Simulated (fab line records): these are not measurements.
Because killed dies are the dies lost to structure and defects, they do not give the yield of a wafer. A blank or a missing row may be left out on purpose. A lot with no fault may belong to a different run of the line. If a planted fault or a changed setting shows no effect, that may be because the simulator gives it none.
fab line records	flow n5Finfet
record lots=6	wafers=16	lastDay=16
route steps=1938 shown BEOL_M6@1251 BEOL_M7@1263
lots that met no fault: from a run of the same line without faults
startH: start of the lot's first displayed wafer, in hours after the record's first day	waitH: how many hours have passed since the lot's step before this one	" unchanged from the row above	L1.1+2: one row covering several wafers at once	- value missing, or start not given	* or withheld: withheld	< > ~ a bound
route shown NAME@n: a module of which the file shows steps, and the number in the route of the first	usual: mean and standard deviation over wafers with no fault	same: alike in all rows	chamber/n: place in a boat	sites: the reading at each site	_std_site: the standard deviation of these	_edge_site: outer sites' mean less inner sites'	radiusMm: how far each site lies from the wafer's centre	mask NAME#n: copy n	behind: tool/chamber where the wafer was last shaped	hold: cause of the lot's hold/its duration in hours/its outcome	device: the transistor (n, p or np) that didn't switch	end of line: tests of these same wafers at the route's end	where a step has no rows: the recipe by itself	killed: the dies lost at the first sort to structure and to defects; this is not the yield of the wafer	map: per-die view of a wafer (x killed, . not killed, _ where there is no die)
set.NAME: the setting as run; set.NAME@STEP: as run at that earlier step	model.NAME: the simulator's own value behind a step, which no gauge read
certain route steps with their lots: each step a table, each wafer a row
services: when a tool's chamber went out of use (startH, in hours from the record's first day, below 0 if earlier), for how many hours, and the reason
## steps
# step N5_BEOL_M6_ALD_77
# recipe material=TaN	targetThkA=20	tempC=275	aldPrecursorFamily=PDMAT	aldCoReactant=NH3	pressureTorr=3	carrierFlowSccm=1500	pulseTimeS=2	purgeTimeS=3	coReactantPurgeTimeS=2	coReactantPulseTimeS=3	aldCycles=40	precursorVesselTempC=75	precursorVesselPressureTorr=26.25	precursorVesselCarrierSccm=1000
# step N5_BEOL_M6_SURFACE_TREAT_79
# recipe gas=Ar	timeS=*	ionEnergyEv=*	ionCurrentMaCm2=0.5	pressureMtorr=*	arFlowSccm=30
# usual throttleValvePct=*
lot.wafer	tool	chamber	startH	waitH	throttleValvePct
L921.2	pvdSputter-02	-	212.04	0.2	*
L921.5	"	-	"	"	*
L921.6	"	-	"	"	*
L925.2	pvdSputter-01	-	244.09	0.2	*
L925.5	"	-	"	"	*
L925.6	"	-	"	"	*
L927.1	pvdSputter-02	-	250.39	0.3	*
L927.2	"	-	"	"	*
L927.4	"	-	"	"	*
L929.1	pvdSputter-01	-	270.14	0.2	*
L929.2	"	-	"	"	*
L930.1	pvdSputter-02	-	275.71	0.2	*
L930.2	"	-	"	"	*
L930.6	"	-	"	"	*
L932.1	pvdSputter-01	-	295.17	0.4	*
L932.3	"	-	"	"	*
# step N5_BEOL_M6_CVD_78
# recipe material=Co	targetThkA=20	tempC=withheld	precursor=CCTBA/H2	pressureTorr=30	timeS=142.3
# step N5_BEOL_M6_SPUTTER_48
# recipe material=Cu	targetThkA=100	tempC=-20	biasV=60	powerW=26000	chamberPressurePa=0.13	timeS=1.667
# step N5_BEOL_M6_ECD_50
# recipe material=Cu	targetThkA=3000
# step N5_BEOL_M6_ANNEAL_51
# recipe tempC=225	timeS=90	ambient=N2
# step N5_BEOL_M6_CMP_52
# recipe stopOn=SiCOH_lowk	tOverpolishS=6.9	downForcePsi=1	platenRpm=50	clearingPlatenDownForcePsi=1.5	clearingPlatenRpm=50	postCmpClean=cuAlkaline	targetThkNm=80	clearingPlatenPadVelocityMS=0.99484	padVelocityMS=0.99484
# step N5_BEOL_M6_THK_MEAS_53
# recipe thkMeasGauge=xrf	reads=Cu_of_BEOL_M6_ECD_50
# usual M6_THK=80.4/2.9
lot.wafer	tool	chamber	startH	waitH	M6_THK[nm]
L921.2	filmMetro-02	-	213.74	-	82.8
L921.5	"	-	"	"	83.0
L921.6	"	-	"	"	78.4
L925.2	filmMetro-01	-	245.14	-	81.4
L925.5	"	-	"	"	83.1
L925.6	"	-	"	"	80.6
L927.1	filmMetro-01	-	251.59	-	81.4
L927.2	"	-	"	"	78.6
L927.4	"	-	"	"	81.6
L929.1	filmMetro-01	-	271.18	-	78.2
L929.2	"	-	"	"	81.7
L930.1	filmMetro-01	-	276.87	-	84.2
L930.2	"	-	"	"	80.4
L930.6	"	-	"	"	80.8
L932.1	filmMetro-01	-	296.44	-	81.8
L932.3	"	-	"	"	79.6
# step N5_BEOL_M6_PRE_CLEAN_55
# recipe gas=NH3	timeS=15	tempC=withheld	rfPowerW=300
# step N5_BEOL_M6_DEP_56
# recipe material=SiCN	targetThkA=100	tempC=withheld	precursor=3MS/NH3	pressureTorr=3	rfW=202	timeS=17.5
# step N5_BEOL_M6_RS_MEAS_57
# recipe thkMeasGauge=four-point-probe	reads=Cu_of_BEOL_M6_ECD_50+Co_of_BEOL_M6_CVD_78+TaN_of_BEOL_M6_ALD_77
# usual M6_RS=0.286/0.011
lot.wafer	tool	chamber	startH	waitH	M6_RS[ohm/sq]
L921.2	filmMetro-01	-	213.90	0.1	0.279
L921.5	"	-	"	"	0.279
L921.6	"	-	"	"	0.299
L925.2	filmMetro-01	-	245.27	0.1	0.283
L925.5	"	-	"	"	0.276
L925.6	"	-	"	"	0.286
L927.1	filmMetro-01	-	251.72	0.1	0.279
L927.2	"	-	"	"	0.292
L927.4	"	-	"	"	0.280
L929.1	filmMetro-01	-	271.32	0.1	0.294
L929.2	"	-	"	"	0.277
L930.1	filmMetro-01	-	277.00	0.1	0.275
L930.2	"	-	"	"	0.291
L930.6	"	-	"	"	0.289
L932.1	filmMetro-02	-	296.60	0.1	0.282
L932.3	"	-	"	"	0.291
# step N5_BEOL_M6_INSPECT_58
# recipe inspectInstrument=darkfield	mode=postDep
# usual rawDefectCount=71/23
lot.wafer	tool	chamber	startH	waitH	rawDefectCount
L921.2	defectInspect-01	-	213.93	0.0	43
L921.5	"	-	"	"	104
L921.6	"	-	"	"	72
L925.2	defectInspect-01	-	245.30	0.0	89
L925.5	"	-	"	"	85
L925.6	"	-	"	"	109
L927.1	defectInspect-02	-	251.75	0.0	81
L927.2	"	-	"	"	77
L927.4	"	-	"	"	137
L929.1	defectInspect-02	-	271.34	0.0	104
L929.2	"	-	"	"	64
L930.1	defectInspect-02	-	277.02	0.0	115
L930.2	"	-	"	"	119
L930.6	"	-	"	"	68
L932.1	defectInspect-02	-	296.63	0.0	111
L932.3	"	-	"	"	63
# step N5_BEOL_M7_ILD_DEP_00
# recipe material=SiCOH_lowk	targetThkA=1797.5	tempC=300	precursor=DEMS/porogen	pressureTorr=5	rfW=500	timeS=33.4
# usual heaterPowerW=299/33	showerheadPlenumPTorr=5.736/0.012	susceptorTempC=300.00/0.18	throttleValvePct=13.7/0.58
lot.wafer	tool	chamber	startH	waitH	heaterPowerW	showerheadPlenumPTorr	susceptorTempC	throttleValvePct	model.SiCOH_lowk_of_BEOL_M7_ILD_DEP_00.thkNm
L921.2	pecvd-02	0	213.97	0.0	307	5.728	300.19	14.2	180
L921.5	"	2	"	"	294	5.737	299.67	13.8	181.6
L921.6	"	1	"	"	348	5.749	299.65	14.6	179.4
L925.2	pecvd-02	1	245.34	0.0	325	5.723	295.02	14.6	183.8
L925.5	"	0	"	"	251	5.743	295.02	14.0	186.4
L925.6	"	2	"	"	296	5.718	295.24	13.6	187.8
L927.1	pecvd-02	2	251.78	0.0	251	5.723	295.31	14.0	182.6
L927.2	"	0	"	"	244	5.723	295.21	14.1	182
L927.4	"	0	"	"	245	5.739	295.11	14.0	186
L929.1	pecvd-01	2	271.38	0.0	289	5.740	299.98	13.7	176.4
L929.2	"	1	"	"	295	5.751	300.16	13.5	176
L930.1	pecvd-04	2	277.08	0.1	365	5.732	299.84	12.3	178.4
L930.2	"	1	"	"	276	5.737	299.75	13.6	179.6
L930.6	"	0	"	"	268	5.741	300.02	13.2	182.8
L932.1	pecvd-04	2	296.67	0.0	366	5.734	300.48	12.5	180.8
L932.3	"	0	"	"	232	5.742	300.19	13.3	180.4
# step N5_BEOL_M7_CURE_74
# recipe tempC=385	timeS=240	ambient=He/Ar	material=SiCOH_lowk
# usual lampPowerPct=52.32/0.058	wafer_temp_C_max=386.7/0.53
lot.wafer	tool	chamber	startH	waitH	lampPowerPct	wafer_temp_C_max
L921.2	uvCure-02	2	214.11	0.1	52.24	386.0
L921.5	"	2	"	"	52.26	386.1
L921.6	"	2	"	"	52.37	386.6
L925.2	uvCure-03	1	245.65	0.3	52.36	387.3
L925.5	"	1	"	"	52.25	386.9
L925.6	"	1	"	"	52.28	387.0
L927.1	uvCure-03	2	251.85	0.0	52.25	386.5
L927.2	"	2	"	"	52.37	386.6
L927.4	"	2	"	"	52.32	387.3
L929.1	uvCure-02	0	271.44	0.0	52.31	387.7
L929.2	"	0	"	"	52.23	386.7
L930.1	uvCure-03	1	277.17	0.1	52.20	387.3
L930.2	"	1	"	"	52.28	387.6
L930.6	"	1	"	"	52.33	387.0
L932.1	uvCure-02	2	296.73	0.0	52.43	386.3
L932.3	"	2	"	"	52.32	386.5
# step N5_BEOL_M7_THK_MEAS_01
# recipe reads=SiCOH_lowk_of_BEOL_M7_ILD_DEP_00
# usual M7_ILD_THK=154.9/1.9
lot.wafer	tool	chamber	startH	waitH	M7_ILD_THK[nm]
L921.2	filmMetro-01	-	214.55	0.4	155.2
L921.5	"	-	"	"	156.6
L921.6	"	-	"	"	154.6
L925.2	filmMetro-02	-	246.08	0.4	158.4
L925.5	"	-	"	"	160.7
L925.6	"	-	"	"	161.9
L927.1	filmMetro-02	-	252.36	0.4	157.5
L927.2	"	-	"	"	157.0
L927.4	"	-	"	"	160.5
L929.1	filmMetro-01	-	271.96	0.4	152.1
L929.2	"	-	"	"	151.7
L930.1	filmMetro-01	-	277.68	0.4	153.9
L930.2	"	-	"	"	154.9
L930.6	"	-	"	"	157.7
L932.1	filmMetro-02	-	297.24	0.4	155.9
L932.3	"	-	"	"	155.5
# step N5_BEOL_M7_PECVD_70
# recipe material=SiO2	targetThkA=200	tempC=400	precursor=TEOS/O2	pressureTorr=5.5	rfW=450	teosFlowSccm=53.8	gas=O2	flowSccm=3000	timeS=22.7
# usual heaterPowerW=690/58	showerheadPlenumPTorr=8.77/0.048	throttleValvePct=21.9/0.89
lot.wafer	tool	chamber	startH	waitH	heaterPowerW	showerheadPlenumPTorr	throttleValvePct
L921.2	pecvd-01	2	214.58	0.0	613	8.77	22.1
L921.5	"	2	"	"	598	8.79	22.2
L921.6	"	0	"	"	716	8.82	21.9
L925.2	pecvd-04	1	246.12	0.0	698	8.70	21.2
L925.5	"	1	"	"	698	8.68	21.4
L925.6	"	2	"	"	756	8.76	20.1
L927.1	pecvd-04	0	252.40	0.0	603	8.71	21.7
L927.2	"	1	"	"	702	8.69	21.6
L927.4	"	2	"	"	715	8.78	20.0
L929.1	pecvd-01	1	272.03	0.1	666	8.86	21.6
L929.2	"	0	"	"	625	8.78	22.1
L930.1	pecvd-02	2	277.72	0.0	688	8.72	22.2
L930.2	"	1	"	"	710	8.82	23.3
L930.6	"	2	"	"	691	8.71	22.5
L932.1	pecvd-04	0	297.28	0.0	671	8.75	21.1
L932.3	"	1	"	"	730	8.69	21.3
# step N5_BEOL_M7_HM_DEP_02
# recipe material=TiN	targetThkA=200	tempC=25	chamberPressurePa=0.49996
# step N5_BEOL_M7_COAT_59
# recipe resist=SOC	tempC=250	timeS=60	spinRpm=1500	resistThkNm=100
# step N5_BEOL_M7_COAT_60
# recipe resist=SiARC	tempC=220	timeS=60	spinRpm=1500	resistThkNm=35
# step N5_BEOL_M7_COAT_05
# recipe resist=CAR-ArF	spinRpm=1500	resistThkNm=90
# step N5_BEOL_M7_EBR_07
# recipe solvent=PGMEA	ebrWidthMm=1.5
# step N5_BEOL_M7_SOFTBAKE_06
# recipe tempC=110	timeS=60	resist=CAR-ArF
# step N5_BEOL_M7_EXPOSE_08
# recipe maskId=M7	na=1.35	sourceShape=dipole	sigmaInner=0.817	sigmaOuter=0.97	polarization=te	doseMj=68.25
# step N5_BEOL_M7_PEB_09
# recipe pebTempC=withheld	pebTimeS=60	resist=CAR-ArF
# step N5_BEOL_M7_DEVELOP_10
# recipe developTimeS=30	developer=TMAH	resist=CAR-ArF	rinseLiquid=diw	dry=airSpin	devTempC=23
# step N5_BEOL_M7_CD_MEAS_11
# recipe targetCdNm=38.5	landingEnergyEv=500	detector=seInlens	polarity=opening
# usual cdNm=38.5/0.61
lot.wafer	tool	chamber	startH	waitH	cdNm
L921.2	cdSem-02	0	215.34	-	38.6
L921.5	"	0	"	"	38.5
L921.6	"	0	"	"	39.0
L925.2	cdSem-02	0	247.56	-	38.4
L925.5	"	0	"	"	39.1
L925.6	"	0	"	"	39.0
L927.1	cdSem-02	0	253.22	-	38.1
L927.2	"	0	"	"	38.0
L927.4	"	0	"	"	38.1
L929.1	cdSem-02	0	272.58	-	39.0
L929.2	"	0	"	"	38.3
L930.1	cdSem-01	0	278.98	-	38.1
L930.2	"	0	"	"	37.7
L930.6	"	0	"	"	38.2
L932.1	cdSem-03	0	299.96	-	38.8
L932.3	"	0	"	"	39.3
# step N5_BEOL_M7_OVL_MEAS_12
# recipe pointsPerWafer=44
# usual M7_OVL=0.0/0.89
lot.wafer	tool	chamber	startH	waitH	M7_OVL[nm]
L921.2	overlay-02	0	215.37	0.0	0.7
L921.5	"	0	"	"	0.6
L921.6	"	0	"	"	3.1
L925.2	overlay-02	0	247.59	0.0	-1.1
L925.5	"	0	"	"	-0.7
L925.6	"	0	"	"	-1.1
L927.1	overlay-02	0	253.25	0.0	-0.1
L927.2	"	0	"	"	-0.3
L927.4	"	0	"	"	-0.3
L929.1	overlay-02	0	272.61	0.0	-1.4
L929.2	"	0	"	"	0.2
L930.1	overlay-01	0	279.01	0.0	-0.5
L930.2	"	0	"	"	0.5
L930.6	"	0	"	"	1.5
L932.1	overlay-01	0	299.99	0.0	-1.0
L932.3	"	0	"	"	-1.6
# step N5_BEOL_M7_INSPECT_13
# recipe mode=adi	inspectInstrument=brightfield
# usual rawDefectCount=395/89
lot.wafer	tool	chamber	startH	waitH	rawDefectCount
L921.2	defectInspect-01	-	215.39	0.0	394
L921.5	"	-	"	"	407
L921.6	"	-	"	"	488
L925.2	defectInspect-01	-	247.62	0.0	443
L925.5	"	-	"	"	367
L925.6	"	-	"	"	407
L927.1	defectInspect-02	-	253.27	0.0	406
L927.2	"	-	"	"	385
L927.4	"	-	"	"	463
L929.1	defectInspect-02	-	272.64	0.0	383
L929.2	"	-	"	"	277
L930.1	defectInspect-02	-	279.03	0.0	443
L930.2	"	-	"	"	417
L930.6	"	-	"	"	300
L932.1	defectInspect-02	-	300.02	0.0	516
L932.3	"	-	"	"	396
# step N5_BEOL_M7_DESCUM_16
# recipe chemistry=O2	timeS=7.9	sourcePowerW=50	biasPowerW=20	pressureMtorr=20	rfFrequencyHz=2.712e+07	tempC=40	resist=CAR-ArF	o2FlowSccm=225
# step N5_BEOL_M7_ETCH_61
# recipe chemistry=CF4	target=SiARC	targetDepthA=455	maskMaterial=CAR-ArF	timeS=75.8	ionEnergyEv=80	pressureMtorr=40	sourceW=545	biasW=36	Ar_flow_sccm=100	cf4FlowSccm=100	ends=cleared
# step N5_BEOL_M7_ETCH_62
# recipe chemistry=N2/H2	target=SOC	targetDepthA=1100	overetchA=220	maskMaterial=SiARC	tempC=40	timeS=165	ionEnergyEv=200	pressureMtorr=30	sourceW=840	biasW=150	n2FlowSccm=200	h2FlowSccm=200
# step N5_BEOL_M7_STRIP_68
# recipe chemistry=N2/H2	tempC=40	n2FlowSccm=200	h2FlowSccm=200	rfFrequencyHz=6e+07
# step N5_BEOL_M7_STRIP_67
# recipe chemistry=CF4	resist=SiARC	powerW=300	biasPowerW=75	pressureMtorr=50	cf4FlowSccm=150	rfFrequencyHz=6e+07
# usual chamberPressureMTorr=50.00/0.055	drypumpMotorCurrentA=5.8/0.48	oesProductAu=0.72/0.055	rfVppV=271.5/1.4	showerheadPlenumPTorr=1.82/0.044	throttleValvePct=13.68/0.18
lot.wafer	tool	chamber	startH	waitH	chamberPressureMTorr	drypumpMotorCurrentA	oesProductAu	rfHoursCounterH	rfVppV	showerheadPlenumPTorr	throttleValvePct
L921.2	rieDiel-03	1	215.66	0.0	49.98	6.4	0.67	243	272.4	1.81	13.78
L921.5	"	1	"	"	49.97	6.4	0.68	-	273.0	1.82	13.76
L921.6	"	2	"	"	50.00	5.7	0.77	-	270.0	1.81	13.82
L925.2	rieDiel-06	1	247.92	0.0	49.96	5.7	0.68	223	272.4	1.84	13.55
L925.5	"	3	"	"	49.96	5.2	0.73	-	270.8	1.73	13.85
L925.6	"	0	"	"	50.00	5.7	0.69	-	272.6	1.84	13.55
L927.1	rieDiel-05	3	254.49	0.0	50.01	6.0	0.66	244	271.3	1.76	13.80
L927.2	"	1	"	"	49.96	5.1	0.69	211	272.7	1.86	13.87
L927.4	"	0	"	"	49.98	5.3	0.73	176	270.7	1.87	13.51
L929.1	rieDiel-06	1	272.91	0.0	50.09	5.7	0.67	231	271.9	1.84	13.54
L929.2	"	3	"	"	49.98	5.2	0.71	234	269.0	1.73	13.88
L930.1	rieDiel-05	1	279.46	0.0	50.02	5.1	0.68	219	272.2	1.85	13.89
L930.2	"	2	"	"	50.02	6.3	0.72	231	271.1	1.82	13.48
L930.6	"	0	"	"	49.96	5.3	0.73	-	271.5	1.87	13.53
L932.1	rieDiel-03	0	300.34	0.0	50.00	5.9	0.70	222	274.7	1.85	13.69
L932.3	"	2	"	"	49.93	5.6	0.75	137	271.1	1.80	13.84
# step N5_BEOL_M7_HM_OPEN_17
# recipe chemistry=Cl2/BCl3	targetDepthA=200	overetchA=60	target=TiN	maskMaterial=SOC	ionEnergyEv=150	pressureMtorr=10	icpW=1000	biasW=126	Cl2_flow_sccm=53.25	bcl3FlowSccm=21.75	Ar_flow_sccm=25
# step N5_BEOL_M7_STRIP_19
# recipe chemistry=O2	powerW=400	tempC=40	pressureMtorr=30	rfFrequencyHz=6e+07	biasPowerW=0	overashFraction=0.2	o2FlowSccm=225
# usual chamberPressureMTorr=30.00/0.056	drypumpMotorCurrentA=5.8/0.48	o2FlowSccm=224.9/0.63	oesProductAu=0.73/0.075	rfVppV=3.6/0.61	showerheadPlenumPTorr=2.13/0.062	throttleValvePct=16.75/0.18
lot.wafer	tool	chamber	startH	waitH	chamberPressureMTorr	drypumpMotorCurrentA	o2FlowSccm	oesProductAu	rfHoursCounterH	rfVppV	showerheadPlenumPTorr	throttleValvePct
L921.2	rieDiel-03	3	215.81	0.1	30.03	5.9	225.1	0.67	235	3.5	2.15	17.05
L921.5	"	1	"	"	30.03	6.4	224.9	0.67	-	4.3	2.15	16.85
L921.6	"	0	"	"	29.98	5.9	225.1	0.72	-	3.6	2.15	16.66
L925.2	rieDiel-06	2	248.07	0.1	29.99	6.7	224.6	0.77	153	5.3	2.02	16.76
L925.5	"	3	"	"	30.07	5.2	224.2	0.72	-	3.6	2.00	16.85
L925.6	"	2	"	"	29.97	6.7	223.8	0.76	-	4.3	2.02	16.74
L927.1	rieDiel-06	2	254.68	0.1	30.09	6.7	224.9	0.77	156	3.0	2.02	16.76
L927.2	"	1	"	"	29.95	5.7	224.9	0.67	227	2.6	2.17	16.67
L927.4	"	3	"	"	30.05	5.2	225.5	0.72	228	3.9	2.00	16.86
L929.1	rieDiel-03	0	273.18	0.2	30.04	5.9	224.3	0.69	212	3.4	2.15	16.70
L929.2	"	2	"	"	30.04	5.6	226.2	0.76	127	3.7	2.13	17.03
L930.1	rieDiel-03	3	279.79	0.3	29.98	5.9	224.9	0.67	250	3.6	2.14	17.07
L930.2	"	0	"	"	30.07	5.9	225.5	0.70	215	2.9	2.15	16.69
L930.6	"	3	"	"	29.94	5.9	224.1	0.65	-	4.2	2.14	17.08
L932.1	rieDiel-06	3	300.49	0.1	30.01	5.2	224.9	0.71	243	3.9	1.99	16.87
L932.3	"	1	"	"	29.98	5.7	225.0	0.68	239	2.4	2.17	16.70
# step N5_BEOL_M7_CD_MEAS_18
# recipe pitchNm=80	targetCdNm=40
# usual cdNm=39.9/0.78
lot.wafer	tool	chamber	startH	waitH	cdNm
L921.2	cdSem-02	-	215.89	0.1	40.1
L921.5	"	-	"	"	40.2
L921.6	"	-	"	"	40.4
L925.2	cdSem-02	-	248.14	0.1	39.9
L925.5	"	-	"	"	40.6
L925.6	"	-	"	"	40.7
L927.1	cdSem-03	-	254.75	0.0	40.2
L927.2	"	-	"	"	38.6
L927.4	"	-	"	"	39.7
L929.1	cdSem-02	-	273.25	0.0	40.1
L929.2	"	-	"	"	39.4
L930.1	cdSem-03	-	279.86	0.0	39.3
L930.2	"	-	"	"	38.1
L930.6	"	-	"	"	40.2
L932.1	cdSem-03	-	300.57	0.1	40.8
L932.3	"	-	"	"	40.5
# step N5_BEOL_M7_COAT_63
# recipe resist=SOC	tempC=250	timeS=60	spinRpm=1500	resistThkNm=60
# step N5_BEOL_M7_COAT_64
# recipe resist=SiARC	tempC=220	timeS=60	spinRpm=1500	resistThkNm=12
# step N5_BEOL_M7_COAT_71
# recipe resist=underlayer	tempC=205	timeS=60	spinRpm=1500	resistThkNm=5
# step N5_BEOL_M7_COAT_22
# recipe resist=CAR-EUV	spinRpm=1500	resistThkNm=30
# step N5_BEOL_M7_EBR_24
# recipe solvent=PGMEA	ebrWidthMm=1.5
# step N5_BEOL_M7_SOFTBAKE_23
# recipe tempC=110	timeS=60	resist=CAR-EUV
# step N5_BEOL_M7_CMP_52
# recipe stopOn=SiCOH_lowk	tOverpolishS=6.9	downForcePsi=1	platenRpm=50	clearingPlatenDownForcePsi=1.5	clearingPlatenRpm=50	postCmpClean=cuAlkaline	targetThkNm=80	clearingPlatenPadVelocityMS=0.99484	padVelocityMS=0.99484
# usual barrierFieldEndpointS=28.9/0.79	clearingPlatenRpm=50.000/0.028	motorCurrentA=6.2/0.83	overpolishRunS=6.900/0.0097	retainingRingPressureFrac=0.999/0.005	timeToEndpointS=61/4
# same tOverpolishS=6.9
lot.wafer	tool	chamber	startH	waitH	barrierFieldEndpointS	clearingPlatenRpm	motorCurrentA	overpolishRunS	retainingRingPressureFrac	timeToEndpointS	model.SiCOH_lowk_of_BEOL_M7_ILD_DEP_00.thkNm
L921.2	cmp-02	0	220.21	0.2	28.6	50.022	6.1	6.911	0.999	57	152.2
L921.6	"	0	"	"	28.3	49.992	6.4	6.911	0.992	58	151.6
L921.5	"	1	"	"	29.3	49.953	6.4	6.913	1.002	63	153.6
L925.2	cmp-02	3	251.71	0.2	28.9	50.040	6.0	6.911	1.008	61	155.4
L925.6	"	3	"	"	29.7	49.968	5.9	6.910	1.006	62	159
L925.5	"	0	"	"	28.9	50.012	6.5	6.910	1.000	63	157.8
L927.2	cmp-01	3	259.44	0.2	29.0	49.996	7.3	6.897	0.999	62	154
L927.4	"	0	"	"	29.7	49.990	6.2	6.914	1.005	58	157.4
L927.1	"	1	"	"	29.2	50.017	6.4	6.900	0.993	61	154.6
L929.1	cmp-01	2	275.89	0.4	29.6	50.005	7.4	6.888	0.988	65	149
L929.2	"	1	"	"	28.8	49.992	6.2	6.888	1.005	61	148.8
L930.1	cmp-02	1	287.83	0.3	29.5	50.014	6.0	6.904	0.996	65	150.8
L930.2	"	2	"	"	28.4	49.998	4.9	6.895	0.999	58	152
L930.6	"	1	"	"	29.5	50.016	6.5	6.895	1.009	62	154.6
L932.3	cmp-01	2	305.02	0.2	30.0	49.985	7.5	6.907	0.993	64	152.4
L932.1	"	3	"	"	28.5	50.055	8.1	6.917	0.995	62	153
## services
tool	chamber	startH	hours	kind
pecvd-04	-	190.11	0.7	repair
pecvd-04	2	206.38	3.8	repair
cmp-01	-	214.55	4.0	pm
pecvd-02	-	222.95	4.3	pm
cmp-02	-	239.18	8.5	repair
uvCure-02	-	241.48	7.5	pm
rieDiel-03	-	242.73	14.6	pm
uvCure-02	-	249.03	6.0	pm
uvCure-02	-	259.06	7.5	pm
pecvd-02	-	271.36	6.0	pm
cmp-02	-	273.72	4.0	pm
cmp-02	-	277.72	-	consumableReplace:conditioner
rieDiel-03	3	279.83	-	clean
rieDiel-03	3	279.83	-	consumableReplace:focusRing
rieDiel-03	3	279.83	23.5	scheduledDown
rieDiel-03	3	279.83	23.5	ventCycle
rieDiel-05	1	282.09	17.6	repair
rieDiel-05	2	299.70	4.2	repair
rieDiel-05	-	302.74	1.0	repair
uvCure-02	-	302.98	2.1	pm
rieDiel-03	1	303.75	-	clean
rieDiel-03	1	303.75	-	consumableReplace:focusRing
rieDiel-03	1	303.75	22.1	scheduledDown
rieDiel-03	1	303.75	22.1	ventCycle
## key
firstSign step=N5_BEOL_M7_ILD_DEP_00	reading=susceptorTempC	direction=down	sigmas=27	usual=*	struck=*
effect step=N5_BEOL_M7_THK_MEAS_01	reading=M7_ILD_THK	direction=up	sigmas=2.3	usual=154.9	struck=159.3
modelEffect step=N5_BEOL_M7_ILD_DEP_00	value=SiCOH_lowk_of_BEOL_M7_ILD_DEP_00.thkNm	without=179.6	struck=184.8
modelEffect step=N5_BEOL_M7_CMP_52	value=SiCOH_lowk_of_BEOL_M7_ILD_DEP_00.thkNm	without=151.9	struck=156.4
metAt N5_BEOL_M7_ILD_DEP_00
struckWafers L925.2,L925.5,L925.6,L927.1,L927.2,L927.4
rowsEnd L925.2,L925.5,L925.6,L927.1,L927.2,L927.4
onsetBetween 213.97 245.34
fault kind=processParameterDrift	tool=pecvd-02	chamber=-	onsetH=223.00	steps=N5_BEOL_M7_ILD_DEP_00	channel=tempC	offset=*	shape=step	actsIn=*	stated=*
# rowsEnd: these wafers met a further fault down the route, and their rows from its step on are left out
